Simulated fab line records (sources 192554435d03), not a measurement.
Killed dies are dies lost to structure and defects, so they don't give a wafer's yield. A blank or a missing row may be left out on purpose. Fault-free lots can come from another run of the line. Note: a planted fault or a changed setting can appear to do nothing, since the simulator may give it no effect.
2 desks, one fault | flow n5_finfet | numbers are kept per desk, each desk with only its own; the story behind them comes last

== METROLOGY DESK ==
Lot by lot, what the gauges showed, no matter which tool ran the lot: averages of those sampled wafers that carry a number. Any lot whose mean is over 4 standard deviations away from the usual mean is out of limits and marked OUT; that distance is given in the brackets.
Columns: A = cd_nm at N5_PASSIVATION_CD_MEAS_10, usual 2999.5 nm; B = PAD_OVL at N5_PASSIVATION_OVL_MEAS_63, usual -4 nm
lot  | first seen here | A      | B
L149 | day 10 17:35    | 2998.4 | -1
L151 | day 11 14:48    | 2999.4 | -10
L152 | day 12 03:58    | 2997.9 | -7
L153 | day 12 08:59    | 2997.7 | -3
L156 | day 15 02:06    | 2998.9 | -1
L154 | day 15 23:05    | 3002.8 | -4
L157 | day 15 23:14    | 3002.8 | 1
L158 | day 16 04:04    | 2999.0 | -6
L163 | day 16 20:44    | 2997.5 | 3
L167 | day 17 05:12    | 3001.6 | 2
L166 | day 17 05:22    | 2998.6 | -9
This desk found nothing out of limits on any of the 11 lots.

== FOR THE TOOL OWNER'S DESK: rie_diel-01 ==
The tool's own readings at N5_BEOL_M11_TRENCH_ETCH_37 (etches SiCOH lowk in C4F6/O2, target depth 148.83 nm, time 48 s): means of the sampled wafers that have a number, for each lot that ran on this tool. Any lot whose mean is over 4 standard deviations away from the usual mean is out of limits and marked OUT; that distance is given in the brackets.
Columns: A = drypump_motor_current_A at N5_BEOL_M11_TRENCH_ETCH_37, usual 5.7 A; B = oes_ar_750_au at N5_BEOL_M11_TRENCH_ETCH_37, usual 0.83 a.u.; C = oes_product_au at N5_BEOL_M11_TRENCH_ETCH_37, usual 0.83 a.u.; D = rf_vpp_V at N5_BEOL_M11_TRENCH_ETCH_37, usual 663 V; E = showerhead_plenum_p_Torr at N5_BEOL_M11_TRENCH_ETCH_37, usual 2.86 Torr; F = throttle_valve_pct at N5_BEOL_M11_TRENCH_ETCH_37, usual 20.90 %
lot  | first seen here | A   | B    | C    | D   | E    | F
L152 | day 10 12:59    | 6.0 | 0.81 | 0.81 | 662 | 2.90 | 20.64
L156 | day 13 17:23    | 6.1 | 0.79 | 0.80 | 663 | 2.89 | 20.67
L154 | day 14 02:11    | 5.6 | 0.95 | 0.94 | 652 | 2.87 | 20.95
L158 | day 14 06:03    | 5.7 | 0.91 | 0.90 | 652 | 2.84 | 20.96
L166 | day 15 01:39    | 5.5 | 0.93 | 0.94 | 653 | 2.89 | 20.99
This desk found nothing out of limits on any of the 5 lots.

== ALL TOGETHER ==
From the metrology desk's view, nothing was out of limits.
The tool owner's desk saw nothing out of limits.

== WHAT THE SIMULATOR HAD INSERTED ==
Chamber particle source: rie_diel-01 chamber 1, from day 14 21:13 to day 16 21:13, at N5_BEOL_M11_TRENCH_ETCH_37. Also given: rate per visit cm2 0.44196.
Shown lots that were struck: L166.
